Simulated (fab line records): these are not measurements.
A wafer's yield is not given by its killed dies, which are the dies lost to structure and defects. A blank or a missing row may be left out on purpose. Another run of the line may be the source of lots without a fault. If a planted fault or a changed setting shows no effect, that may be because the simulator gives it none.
Chamber matching    flow n5-finfet    rie-diel-03 running N5_FIN_SAQP_HM_OPEN_73: 4 sister chambers
The step chemistry CHF3/O2, target SiO2, stops on a-Si, target depth 12 nm, time 16.8 s. 22 wafers are shown with their chamber, then 11 later ones without.

== WAFERS WITH THEIR CHAMBER ==
wafer   chamber  rf-vpp-V (V)  showerhead-plenum-p-Torr (Torr)  throttle-valve-pct (%)
L074.4  2        521           2.48                             18.8
L074.5  3        519           2.43                             18.5
L074.6  2        523           2.48                             18.8
L076.2  2        520           2.48                             18.8
L076.3  0        535           2.55                             18.2
L076.5  1        544           2.48                             18.9
L081.2  3        519           2.43                             18.5
L081.4  3        520           2.43                             18.5
L081.5  2        520           2.47                             18.8
L083.1  1        543           2.48                             18.5
L083.3  3        522           2.42                             18.5
L083.4  0        534           2.54                             18.2
L085.1  3        517           2.42                             18.5
L085.2  1        542           2.48                             18.5
L085.6  3        518           2.42                             18.5
L087.3  2        519           2.47                             18.4
L087.4  1        542           2.47                             18.5
L087.5  0        535           2.54                             18.2
L088.2  2        518           2.47                             18.4
L088.4  0        534           2.53                             18.2
L088.5  3        520           2.42                             18.5
L089.2  1        541           2.47                             18.6

SIGNATURES, as means of the wafers listed above
reading                   chamber 0  chamber 1  chamber 2  chamber 3  scatter within a chamber
rf-vpp-V                  534.50     542.40     520.17     519.29     1.42
showerhead-plenum-p-Torr  2.5400     2.4760     2.4750     2.4243     0.00597
throttle-valve-pct        18.200     18.600     18.667     18.500     0.136
Rule: for each reading, subtract the chamber's mean from the wafer's reading, divide by that reading's scatter and square the result; add these up over the readings and take the root, which gives the wafer's distance from the chamber. The wafer belongs to the nearest chamber; if the next one is less than 2 further off, it can't be placed. The scatter is the square root of a quotient: the sum, over the shown wafers, of each reading's squared deviation from its chamber's mean, divided by wafers minus chambers.

== WAFERS WITHOUT THEIR CHAMBER ==
wafer   rf-vpp-V (V)  showerhead-plenum-p-Torr (Torr)  throttle-valve-pct (%)
L089.3  519           2.42                             18.5
L089.5  543           2.47                             18.6
L093.2  517           2.41                             18.6
L093.3  533           2.53                             18.3
L093.4  520           2.47                             18.5
L095.2  544           2.47                             18.6
L095.3  519           2.47                             18.4
L095.4  518           2.41                             18.6
L097.2  544           2.46                             18.6
L097.4  520           2.41                             18.6
L097.5  519           2.41                             18.6

== WHICH CHAMBER EACH WENT THROUGH ==
wafer   from the rows above  in truth
L089.3  3                    3
L089.5  1                    1
L093.2  3                    3
L093.3  0                    0
L093.4  2                    2
L095.2  1                    1
L095.3  2                    2
L095.4  3                    3
L097.2  1                    1
L097.4  3                    3
L097.5  3                    3
11 of 11 placed correctly. Left unplaced by these rows: 0. 0 placed wrongly.
